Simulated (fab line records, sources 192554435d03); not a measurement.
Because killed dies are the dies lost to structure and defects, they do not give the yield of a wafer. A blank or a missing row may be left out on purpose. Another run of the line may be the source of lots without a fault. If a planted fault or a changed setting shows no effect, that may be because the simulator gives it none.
fab line records ; flow n5Finfet
record: lots: 12; wafers: 34; lastDay: 17
route steps=1938 shown BEOL_M13@1699 PASSIVATION@1936
lots untouched by any fault: they come from a run of this same line in which no faults occurred
startH: the number of hours between the record's first day and the start of the first shown wafer of the lot ; waitH: how many hours have passed since the lot's step before this one ; " unchanged from the row above ; L1.1+2: a row that stands for several wafers ; - no value present, or no start provided ; * or withheld: withheld ; < > ~ a bound
route shown NAME@n: a module of which the file shows steps, and the number in the route of the first ; usual: mean/standard deviation taken from wafers without a fault ; same: alike in all rows ; chamber/n: place in a boat ; sites: each site's reading ; _std_site: standard deviation of those values ; _edge_site: the outer-site mean with the inner-site mean subtracted ; radiusMm: how far each site lies from the wafer's centre ; mask NAME#n: copy n ; behind: tool/chamber where the wafer was last shaped ; hold: why the lot was held/for how many hours/how that ended ; device: whichever transistor did not switch (one of n, p or np) ; end of line: the same wafers' tests at the end of the route ; step lacking rows: just its recipe ; killed: dies lost to structure and defects at the first sort, not the wafer's yield ; map: a wafer's dies, x killed, . not, _ none there
set.NAME: the setting as run; set.NAME@STEP: as run at that earlier step ; model.NAME: the simulator's own value behind a step, which no gauge read
route steps across a sampled set of lots; one table per step, one row per wafer
services: the hour from which a tool's chamber was out of use, counted from the record's first day as startH (under 0 if before that day), plus the number of hours and why
== steps ==
step: N5_BEOL_M13_STRIP_37
recipe: chemistry: N2/H2; powerW: 1000; tempC: 250; h2Frac: 0.65; overashFraction: 0.3; pressureMtorr: withheld; n2FlowSccm: 1750; h2FlowSccm: 3250
usual: drypumpMotorCurrentA: 6.2/0.41; heaterPowerW: 339/22; oesProductAu: 0.785/0.012
lot.wafer;tool;chamber;startH;waitH;drypumpMotorCurrentA;heaterPowerW;oesProductAu;rfHoursCounterH
L118.1;plasmaAsher-01;1;237.46;0.0;6.5;331;0.769;63
L118.4;plasmaAsher-01;0;237.46;0.0;5.6;363;0.772;-
L118.5;plasmaAsher-01;0;237.46;0.0;5.5;367;0.787;-
L119.2;plasmaAsher-02;1;240.24;0.0;6.5;313;0.779;129
L119.3;plasmaAsher-02;1;240.24;0.0;6.5;311;0.775;-
L119.6;plasmaAsher-02;0;240.24;0.0;6.4;323;0.768;-
L121.1;plasmaAsher-01;0;265.21;0.0;5.6;373;0.799;68
L121.3;plasmaAsher-01;0;265.21;0.0;5.5;366;0.787;-
L121.5;plasmaAsher-01;1;265.21;0.0;6.5;332;0.784;-
L122.1;plasmaAsher-01;0;272.81;0.0;5.5;370;0.777;72
L122.5;plasmaAsher-01;0;272.81;0.0;5.5;368;0.775;-
L122.6;plasmaAsher-01;1;272.81;0.0;6.5;338;0.761;-
L129.4;plasmaAsher-02;0;299.09;0.1;6.4;327;0.787;-
L134.2;plasmaAsher-01;0;336.55;0.0;5.6;363;0.786;85
L134.5;plasmaAsher-01;1;336.55;0.0;6.4;339;0.807;-
L134.6;plasmaAsher-01;0;336.55;0.0;5.5;371;0.798;-
L133.2;plasmaAsher-01;1;339.99;0.0;6.5;335;0.786;86
L133.5;plasmaAsher-01;0;339.99;0.0;5.6;373;0.785;-
L133.6;plasmaAsher-01;1;339.99;0.0;6.5;338;0.786;-
L137.1;plasmaAsher-01;0;362.31;0.0;5.6;373;0.775;90
L137.2;plasmaAsher-01;1;362.31;0.0;6.5;336;0.793;90
L137.6;plasmaAsher-01;1;362.31;0.0;6.5;344;0.789;-
L139.2;plasmaAsher-01;0;368.26;0.0;5.5;377;0.766;91
L139.4;plasmaAsher-01;1;368.26;0.0;6.5;336;0.794;-
L139.5;plasmaAsher-01;1;368.26;0.0;6.5;327;0.785;-
L140.1;plasmaAsher-01;1;369.47;0.0;6.5;336;0.798;92
L140.2;plasmaAsher-01;0;369.47;0.0;5.5;369;0.783;92
L140.5;plasmaAsher-01;1;369.47;0.0;6.5;338;0.776;-
L138.1;plasmaAsher-02;1;369.99;0.0;6.5;307;0.809;153
L138.2;plasmaAsher-02;0;369.99;0.0;6.4;322;0.788;153
L138.4;plasmaAsher-02;0;369.99;0.0;6.4;333;0.806;-
L136.3;plasmaAsher-01;1;370.48;0.1;6.5;329;0.771;-
L136.4;plasmaAsher-01;0;370.48;0.1;5.5;368;0.774;-
L136.6;plasmaAsher-01;1;370.48;0.1;6.5;343;0.805;-
step: N5_BEOL_M13_ANNEAL_48
recipe: tempC: 225; timeS: 90; ambient: N2
usual: wafer_temp_C_max: 226.2/0.74
lot.wafer;tool;chamber;startH;waitH;wafer_temp_C_max
L118.1;rtpAnneal-01;0;238.28;0.1;225.4
L118.4;rtpAnneal-01;0;238.28;0.1;225.7
L118.5;rtpAnneal-01;0;238.28;0.1;225.6
L119.2;rtpAnneal-02;0;243.15;0.3;227.4
L119.3;rtpAnneal-02;0;243.15;0.3;227.0
L119.6;rtpAnneal-02;0;243.15;0.3;226.5
L121.1;rtpAnneal-01;0;267.59;0.1;225.9
L121.3;rtpAnneal-01;0;267.59;0.1;225.8
L121.5;rtpAnneal-01;0;267.59;0.1;225.6
L122.1;rtpAnneal-01;0;275.73;0.1;225.5
L122.5;rtpAnneal-01;0;275.73;0.1;226.1
L122.6;rtpAnneal-01;0;275.73;0.1;225.6
L129.4;rtpAnneal-02;0;301.08;0.6;227.1
L134.2;rtpAnneal-02;0;337.53;0.2;227.1
L134.5;rtpAnneal-02;0;337.53;0.2;227.0
L134.6;rtpAnneal-02;0;337.53;0.2;227.7
L133.2;rtpAnneal-02;0;346.10;0.2;227.1
L133.5;rtpAnneal-02;0;346.10;0.2;227.1
L133.6;rtpAnneal-02;0;346.10;0.2;227.6
L137.1;rtpAnneal-01;0;363.73;0.5;225.6
L137.2;rtpAnneal-01;0;363.73;0.5;225.6
L137.6;rtpAnneal-01;0;363.73;0.5;225.3
L139.2;rtpAnneal-01;0;370.45;0.7;226.2
L139.4;rtpAnneal-01;0;370.45;0.7;225.8
L139.5;rtpAnneal-01;0;370.45;0.7;225.8
L140.1;rtpAnneal-01;0;371.82;0.1;225.2
L140.2;rtpAnneal-01;0;371.82;0.1;225.5
L140.5;rtpAnneal-01;0;371.82;0.1;225.6
L138.1;rtpAnneal-02;0;372.83;0.7;226.9
L138.2;rtpAnneal-02;0;372.83;0.7;227.1
L138.4;rtpAnneal-02;0;372.83;0.7;227.2
L136.3;rtpAnneal-01;0;373.08;0.7;225.7
L136.4;rtpAnneal-01;0;373.08;0.7;225.9
L136.6;rtpAnneal-01;0;373.08;0.7;225.7
step: N5_BEOL_M13_CMP_49
recipe: stopOn: SiOC; tOverpolishS: 17.1; downForcePsi: 1; platenRpm: 50; clearingPlatenDownForcePsi: 1.5; clearingPlatenRpm: 50; postCmpClean: cuAlkaline; targetThkNm: 420; clearingPlatenPadVelocityMS: 0.99484; padVelocityMS: 0.99484
usual: barrierFieldEndpointS: 30.6/0.6; motorCurrentA: 6.2/0.6; overpolishRunS: 17.100/0.0091; retainingRingPressureFrac: 1.000/0.0048; slurryFlowMlMin: 150.0/0.46
same: tOverpolishS: 17.1
lot.wafer;tool;chamber;startH;waitH;barrierFieldEndpointS;motorCurrentA;overpolishRunS;retainingRingPressureFrac;slurryFlowMlMin
L118.4;cmp-01;3;238.58;0.1;30.2;5.9;17.109;0.999;150.2
L118.1;cmp-01;1;238.58;0.1;29.6;6.3;17.095;0.999;149.5
L118.5;cmp-01;3;238.58;0.1;30.5;5.8;17.100;0.995;150.1
L119.2;cmp-01;1;243.62;0.4;30.1;6.4;17.094;0.997;150.3
L119.3;cmp-01;3;243.62;0.4;30.3;6.0;17.107;0.994;151.0
L119.6;cmp-01;1;243.62;0.4;30.1;6.7;17.092;0.998;150.0
L121.1;cmp-01;1;267.96;0.3;30.6;6.4;17.114;1.004;151.3
L121.3;cmp-01;2;267.96;0.3;30.1;5.4;17.115;1.004;150.7
L121.5;cmp-01;3;267.96;0.3;60.7;6.1;1.051;0.994;150.9
L122.1;cmp-01;1;276.12;0.3;30.7;6.5;17.103;0.994;150.5
L122.6;cmp-01;3;276.12;0.3;59.2;5.6;2.452;0.997;150.1
L122.5;cmp-01;0;276.12;0.3;61.7;5.7;0.040;1.000;149.7
L129.4;cmp-01;2;301.47;0.3;30.0;5.5;17.101;1.002;150.9
L134.2;cmp-02;0;337.78;0.2;31.3;6.8;17.105;1.007;149.5
L134.5;cmp-02;0;337.78;0.2;30.8;6.7;17.096;1.004;149.9
L134.6;cmp-02;1;337.78;0.2;31.0;6.3;17.092;1.009;150.1
L133.2;cmp-02;3;346.35;0.2;30.0;7.8;17.098;1.008;150.2
L133.5;cmp-02;3;346.35;0.2;29.5;7.4;17.100;1.009;149.6
L133.6;cmp-02;0;346.35;0.2;29.9;7.0;17.091;0.997;150.1
L137.1;cmp-01;3;364.03;0.3;30.5;5.9;17.100;0.994;150.2
L137.2;cmp-01;2;364.03;0.3;29.9;5.0;17.106;1.001;149.4
L137.6;cmp-01;3;364.03;0.3;30.6;5.8;17.097;1.002;150.3
L139.4;cmp-02;1;370.75;0.2;30.4;6.5;17.099;1.001;149.8
L139.2;cmp-02;3;370.75;0.2;30.9;7.5;17.098;1.003;150.4
L139.5;cmp-02;1;370.75;0.2;30.8;6.3;17.109;1.002;149.9
L140.1;cmp-01;1;372.15;0.3;31.0;6.5;17.092;1.001;150.8
L140.2;cmp-01;2;372.15;0.3;30.8;5.7;17.107;1.000;150.2
L140.5;cmp-01;1;372.15;0.3;30.5;6.4;17.107;0.998;150.3
L136.3;cmp-03;3;373.29;0.2;29.3;6.1;17.112;0.998;150.0
L136.4;cmp-03;1;373.29;0.2;29.8;6.0;17.100;1.001;149.6
L136.6;cmp-03;3;373.29;0.2;29.4;6.0;17.087;1.006;150.0
L138.2;cmp-02;1;373.41;0.4;30.9;6.0;17.085;1.001;149.8
L138.4;cmp-02;2;373.41;0.4;30.9;6.1;17.092;0.999;149.2
L138.1;cmp-02;3;373.41;0.4;31.4;7.2;17.105;1.004;150.5
step: N5_BEOL_M13_THK_MEAS_50
recipe: thkMeasGauge: xrf; reads: Cu_of_BEOL_M13_ECD_47
usual: M13_THK: 429/6.8
lot.wafer;tool;chamber;startH;waitH;M13_THK[nm]
L118.1;filmMetro-02;-;238.87;-;425
L118.4;filmMetro-02;-;238.87;-;431
L118.5;filmMetro-02;-;238.87;-;439
L119.2;filmMetro-01;-;243.88;-;425
L119.3;filmMetro-01;-;243.88;-;429
L119.6;filmMetro-01;-;243.88;-;426
L121.1;filmMetro-02;-;268.18;-;431
L121.3;filmMetro-02;-;268.18;-;435
L121.5;filmMetro-02;-;268.18;-;825
L122.1;filmMetro-02;-;276.33;-;432
L122.5;filmMetro-02;-;276.33;-;805
L122.6;filmMetro-02;-;276.33;-;807
L129.4;filmMetro-02;-;301.73;-;425
L134.2;filmMetro-01;-;338.07;-;430
L134.5;filmMetro-01;-;338.07;-;438
L134.6;filmMetro-01;-;338.07;-;425
L133.2;filmMetro-02;-;346.64;-;436
L133.5;filmMetro-02;-;346.64;-;429
L133.6;filmMetro-02;-;346.64;-;437
L137.1;filmMetro-02;-;364.32;-;422
L137.2;filmMetro-02;-;364.32;-;421
L137.6;filmMetro-02;-;364.32;-;422
L139.2;filmMetro-02;-;371.01;-;444
L139.4;filmMetro-02;-;371.01;-;430
L139.5;filmMetro-02;-;371.01;-;442
L140.1;filmMetro-01;-;372.41;-;419
L140.2;filmMetro-01;-;372.41;-;430
L140.5;filmMetro-01;-;372.41;-;421
L136.3;filmMetro-01;-;373.58;-;435
L136.4;filmMetro-01;-;373.58;-;420
L136.6;filmMetro-01;-;373.58;-;422
L138.1;filmMetro-01;-;373.70;-;447
L138.2;filmMetro-01;-;373.70;-;429
L138.4;filmMetro-01;-;373.70;-;442
step: N5_BEOL_M13_INSPECT_55
recipe: inspectInstrument: darkfield; mode: postDep
usual: rawDefectCount: 66/19
lot.wafer;tool;chamber;startH;waitH;rawDefectCount
L118.1;defectInspect-01;-;239.03;0.0;61
L118.4;defectInspect-01;-;239.03;0.0;44
L118.5;defectInspect-01;-;239.03;0.0;42
L119.2;defectInspect-01;-;244.04;0.0;46
L119.3;defectInspect-01;-;244.04;0.0;91
L119.6;defectInspect-01;-;244.04;0.0;128
L121.1;defectInspect-02;-;268.33;0.0;75
L121.3;defectInspect-02;-;268.33;0.0;63
L121.5;defectInspect-02;-;268.33;0.0;3123
L122.1;defectInspect-01;-;276.49;0.0;85
L122.5;defectInspect-01;-;276.49;0.0;3125
L122.6;defectInspect-01;-;276.49;0.0;3035
L129.4;defectInspect-02;-;301.89;0.0;35
L134.2;defectInspect-01;-;338.23;0.0;32
L134.5;defectInspect-01;-;338.23;0.0;31
L134.6;defectInspect-01;-;338.23;0.0;74
L133.2;defectInspect-02;-;346.80;0.0;58
L133.5;defectInspect-02;-;346.80;0.0;71
L133.6;defectInspect-02;-;346.80;0.0;48
L137.1;defectInspect-01;-;364.48;0.0;39
L137.2;defectInspect-01;-;364.48;0.0;63
L137.6;defectInspect-01;-;364.48;0.0;56
L139.2;defectInspect-02;-;371.17;0.0;48
L139.4;defectInspect-02;-;371.17;0.0;63
L139.5;defectInspect-02;-;371.17;0.0;77
L140.1;defectInspect-01;-;372.56;0.0;74
L140.2;defectInspect-01;-;372.56;0.0;65
L140.5;defectInspect-01;-;372.56;0.0;68
L136.3;defectInspect-02;-;373.74;0.0;58
L136.4;defectInspect-02;-;373.74;0.0;66
L136.6;defectInspect-02;-;373.74;0.0;65
L138.1;defectInspect-02;-;373.86;0.0;81
L138.2;defectInspect-02;-;373.86;0.0;77
L138.4;defectInspect-02;-;373.86;0.0;90
step: N5_PASSIVATION_PROBE_49
usual: killed_at_M0_to_M3: 33/8.9; killed_at_M4_up: 15/5.4; killedAtContacts: 13/5.8; killedAtFrontEnd: 39/9.9; killedAtOther: 3.2/2.9; killedDies: 102/15; killedOnRim: 13/3.7; killedOpen: 68/12; killedShort: 34/7.6
same: grossDies: 1180; killedAtBackSide: 0
lot.wafer;tool;chamber;startH;waitH;killed_at_M0_to_M3;killed_at_M4_up;killedAtContacts;killedAtFrontEnd;killedAtOther;killedDies;killedOnRim;killedOpen;killedShort
L119.2;prober-02;-;268.61;0.1;33;15;15;55;0;118;18;88;30
L119.3;prober-02;-;268.66;0.1;28;20;22;48;1;119;16;84;35
L119.6;prober-02;-;268.81;0.3;17;27;11;35;0;90;11;63;27
L121.1;prober-02;-;294.38;0.0;19;12;13;29;0;73;10;48;25
L121.3;prober-02;-;294.48;0.1;37;12;12;40;1;102;14;67;35
L121.5;prober-02;-;294.58;0.2;33;1092;7;47;1;1180;152;68;42
L122.1;prober-02;-;301.04;0.0;25;7;14;39;9;94;10;62;32
L122.5;prober-02;-;301.24;0.2;20;1111;16;29;4;1180;152;63;27
L122.6;prober-02;-;301.29;0.3;29;1098;4;45;4;1180;152;75;24
L129.4;prober-01;-;332.70;0.2;37;10;5;33;0;85;13;59;25
L134.2;prober-02;-;364.78;0.1;40;14;23;40;1;118;13;89;28
L134.5;prober-02;-;364.93;0.2;42;15;15;48;0;120;25;75;44
L134.6;prober-02;-;364.98;0.3;45;13;18;45;3;124;14;87;34
L138.1;prober-01;-;405.58;0.0;42;19;34;53;0;148;15;93;54
L138.2;prober-01;-;405.63;0.1;30;19;17;48;2;116;14;74;42
L138.4;prober-01;-;405.73;0.2;47;18;17;46;1;129;19;98;30
killed by level:class
L119.2 MOL_CONTACT_COAG:geometricParticle:open=14 DUMMY_GATE:geometricParticle:open=13 BEOL_M1:geometricParticle:open=13 STI_FIN_REVEAL:geometricParticle:open=9 BEOL_M4:geometricParticle:open=9 GATE_CUT:geometricParticle:short=9 FIN_SAQP:geometricParticle:short=8 BEOL_M2:geometricParticle:open=7
L119.3 STI_FIN_REVEAL:geometricParticle:open=21 MOL_CONTACT_COAG:geometricParticle:open=15 BEOL_M4:geometricParticle:open=14 GATE_CUT:geometricParticle:short=8 MOL_CONTACT_COAG:geometricParticle:short=7 BEOL_M0_SAQP:geometricParticle:open=6 BEOL_M2:geometricParticle:open=6 DUMMY_GATE:geometricParticle:open=4
L119.6 BEOL_M4:geometricParticle:open=20 STI_FIN_REVEAL:geometricParticle:open=10 MOL_CONTACT_COAG:geometricParticle:open=10 FIN_SAQP:geometricParticle:short=7 BEOL_M0_SAQP:geometricParticle:open=6 DUMMY_GATE:geometricParticle:open=4 GATE_CUT:geometricParticle:short=3 STARTING-WAFER:geometricParticle:short=3
L121.1 MOL_CONTACT_COAG:geometricParticle:open=11 FIN_SAQP:geometricParticle:short=5 BEOL_M0_SAQP:geometricParticle:open=5 BEOL_M0_SAQP:geometricParticle:short=5 STARTING-WAFER:geometricParticle:open=5 FIN_SAQP:geometricParticle:open=4 STI_FIN_REVEAL:geometricParticle:open=4 BEOL_M2:geometricParticle:open=4
L121.3 BEOL_M0_SAQP:geometricParticle:short=17 BEOL_M0_SAQP:geometricParticle:open=12 MOL_CONTACT_COAG:geometricParticle:open=10 STI_FIN_REVEAL:geometricParticle:open=9 FIN_SAQP:geometricParticle:short=6 FIN_SAQP:geometricParticle:open=5 ILD0:geometricParticle:open=4 BEOL_M2:geometricParticle:open=4
L121.5 BEOL_M13:areaCmp=1070 FIN_SAQP:geometricParticle:open=13 FIN_SAQP:geometricParticle:short=12 BEOL_M4:geometricParticle:open=12 BEOL_M0_SAQP:geometricParticle:open=10 BEOL_M2:geometricParticle:open=10 BEOL_M0_SAQP:geometricParticle:short=9 STI_FIN_REVEAL:geometricParticle:open=5
L122.1 MOL_CONTACT_COAG:geometricParticle:open=13 FIN_SAQP:geometricParticle:open=9 FIN_SAQP:geometricParticle:short=8 BEOL_M2:geometricParticle:open=7 STI_FIN_REVEAL:geometricParticle:open=5 BEOL_M0_SAQP:geometricParticle:open=5 PASS1_CAP:geometricParticle:short=5 STARTING-WAFER:geometricParticle:open=4
L122.5 BEOL_M13:areaCmp=1090 BEOL_M4:geometricParticle:open=12 MOL_CONTACT_COAG:geometricParticle:open=11 FIN_SAQP:geometricParticle:open=7 STI_FIN_REVEAL:geometricParticle:open=7 MOL_CONTACT_COAG:geometricParticle:short=5 BEOL_M0_SAQP:geometricParticle:open=4 BEOL_M1:geometricParticle:open=4
L122.6 BEOL_M13:areaCmp=1081 FIN_SAQP:geometricParticle:open=17 BEOL_M2:geometricParticle:open=11 BEOL_M4:geometricParticle:open=8 BEOL_M1:geometricParticle:open=6 STI_FIN_REVEAL:geometricParticle:open=6 ILD0:geometricParticle:short=6 BEOL_M3:geometricParticle:open=6
L129.4 BEOL_M1:geometricParticle:open=10 BEOL_M3:geometricParticle:open=9 FIN_SAQP:geometricParticle:open=7 STI_FIN_REVEAL:geometricParticle:open=6 FIN_SAQP:geometricParticle:short=5 GATE_CUT:geometricParticle:short=5 BEOL_M0_SAQP:geometricParticle:short=5 BEOL_M2:geometricParticle:open=5
L134.2 MOL_CONTACT_COAG:geometricParticle:open=21 BEOL_M0_SAQP:geometricParticle:open=11 BEOL_M3:geometricParticle:open=11 STI_FIN_REVEAL:geometricParticle:open=10 FIN_SAQP:geometricParticle:short=8 BEOL_M2:geometricParticle:open=8 BEOL_M0_SAQP:geometricParticle:short=7 GATE_CUT:geometricParticle:open=5
L134.5 STI_FIN_REVEAL:geometricParticle:open=13 MOL_CONTACT_COAG:geometricParticle:open=12 BEOL_M0_SAQP:geometricParticle:short=12 BEOL_M0_SAQP:geometricParticle:open=9 BEOL_M3:geometricParticle:open=8 FIN_SAQP:geometricParticle:open=7 GATE_CUT:geometricParticle:short=6 BEOL_M2:geometricParticle:open=6
L134.6 MOL_CONTACT_COAG:geometricParticle:open=15 STI_FIN_REVEAL:geometricParticle:open=12 BEOL_M3:geometricParticle:open=12 BEOL_M0_SAQP:geometricParticle:open=10 BEOL_M1:geometricParticle:open=7 FIN_SAQP:geometricParticle:open=6 FIN_SAQP:geometricParticle:short=5 STI_FIN_REVEAL:geometricParticle:short=5
L138.1 MOL_CONTACT_COAG:geometricParticle:open=26 BEOL_M1:geometricParticle:open=12 BEOL_M4:geometricParticle:short=11 DUMMY_GATE:geometricParticle:open=10 MOL_CONTACT_COAG:geometricParticle:short=8 STI_FIN_REVEAL:geometricParticle:open=7 FIN_SAQP:geometricParticle:short=6 FIN_SAQP:geometricParticle:open=6
L138.2 MOL_CONTACT_COAG:geometricParticle:open=13 BEOL_M2:geometricParticle:open=8 STI_FIN_REVEAL:geometricParticle:open=8 FIN_SAQP:geometricParticle:open=6 DUMMY_GATE:geometricParticle:open=6 BEOL_M3:geometricParticle:open=6 BEOL_M4:geometricParticle:open=6 ILD0:geometricParticle:short=5
L138.4 BEOL_M3:geometricParticle:open=21 DUMMY_GATE:geometricParticle:open=13 MOL_CONTACT_COAG:geometricParticle:open=12 FIN_SAQP:geometricParticle:open=6 BEOL_M0:geometricParticle:open=6 BEOL_M2:geometricParticle:open=6 BEOL_M4:geometricParticle:open=6 STI_FIN_REVEAL:geometricParticle:open=5
== services ==
tool;chamber;startH;hours;kind
plasmaAsher-01;-;223.51;2.8;pm
cmp-02;-;226.81;4.0;pm
cmp-02;-;230.81;-;consumableReplace:conditioner
cmp-02;-;230.81;-;consumableReplace:pad
cmp-02;-;232.15;6.3;pm
cmp-02;-;253.63;2.3;repair
plasmaAsher-02;-;264.38;15.6;pm
cmp-01;-;326.51;0.5;repair
cmp-02;-;328.09;3.5;repair
cmp-02;-;341.77;0.2;repair
cmp-03;-;346.73;4.0;pm
cmp-01;-;349.86;1.8;repair
cmp-03;-;350.73;-;consumableReplace:conditioner
cmp-03;-;350.73;-;consumableReplace:pad
cmp-01;-;352.65;1.2;repair
cmp-03;-;358.81;4.6;pm
rtpAnneal-01;-;373.42;8.6;pm
== key ==
firstSign: step: N5_BEOL_M13_CMP_49; reading: overpolishRunS; direction: down; sigmas: 99+; usual: 17.100; struck: 1.181
effect: step: N5_BEOL_M13_CMP_49; reading: barrierFieldEndpointS; direction: up; sigmas: 50; usual: 30.6; struck: 60.5
effect: step: N5_BEOL_M13_THK_MEAS_50; reading: M13_THK; direction: up; sigmas: 56; usual: 429; struck: 813
effect: step: N5_BEOL_M13_INSPECT_55; reading: rawDefectCount; direction: up; sigmas: 99+; usual: 66; struck: 3094
effect: step: N5_PASSIVATION_PROBE_49; reading: killed_at_M4_up; direction: up; sigmas: 99+; usual: 15; struck: 1100
moreKillsBornAt: N5_BEOL_M13_CMP_49@cmp-01: 3241
metAt N5_BEOL_M13_CMP_49
struckLots L121,L122
struckWafers L121.5,L122.5,L122.6
laterRowsLeftOut L121.5,L122.5,L122.6
notActingAt N5_BEOL_M13_STRIP_37,N5_BEOL_M13_ANNEAL_48
onsetBetween 243.62 267.96
fault: kind: processParameterDrift; tool: cmp-01; chamber: -; onsetH: 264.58; steps: N5_BEOL_M13_CMP_49; channel: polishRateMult; offset: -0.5; shape: step; endH: 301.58; scope: struckWafersOnly
laterRowsLeftOut: the simulator's readings of these wafers behind a module that went badly wrong aren't trusted and aren't shown, but for the sort
